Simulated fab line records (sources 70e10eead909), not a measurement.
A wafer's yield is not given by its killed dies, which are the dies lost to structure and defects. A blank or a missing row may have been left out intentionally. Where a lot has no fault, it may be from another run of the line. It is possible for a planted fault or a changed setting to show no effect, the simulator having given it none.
What tool caused it?    flow nand harc    route of 1302 steps, sampled at 1 step: 6 lots, 18 wafers

== WHAT THE GAUGES SHOWED, per wafer ==
NHARC_A_M0_OVL_MEAS_10: pitch 160 nm.
lot   measured      on          overlay x nm (nm)
L442  day 24 20:40  overlay-01  0.7 0.1 0.5
L444  day 26 13:58  overlay-01  -1.0 -1.6 -1.4
L451  day 28 10:28  overlay-01  -0.5 -0.3 -0.7
L455  day 30 10:52  overlay-02  1.5 1.2 0.7
L457  day 30 20:00  overlay-01  0.1 0.2 0.4
L458  day 31 18:02  overlay-01  0.3 1.1 0.4

== WHAT TOOL EACH LOT RAN ON (gives the tool, then ch and the chambers of the sampled wafers, and finally the start) ==
There is no process step in the record ahead of these readings.

== THE ANSWER, worked out from the rows above alone ==
Rule: the usual values come from the lots themselves. The widest of any qualifying gaps counts: lots, ordered by their means at a reading, are off when they make up no more than a third of the lots, leave a main group of 4 or more, and stand apart from it by 3 or more times the standard deviation of that group's means. The tables above print the reading to a certain number of digits; a main group whose means all agree to those digits is not used. Also off: a lot with no number at a reading for which 4 or more lots have one. Any other lot the step has rows for is counted as sound.
None of the lots is off at any reading shown; this tells nothing.

== WHAT HAD BEEN PUT IN BY THE SIMULATOR ==
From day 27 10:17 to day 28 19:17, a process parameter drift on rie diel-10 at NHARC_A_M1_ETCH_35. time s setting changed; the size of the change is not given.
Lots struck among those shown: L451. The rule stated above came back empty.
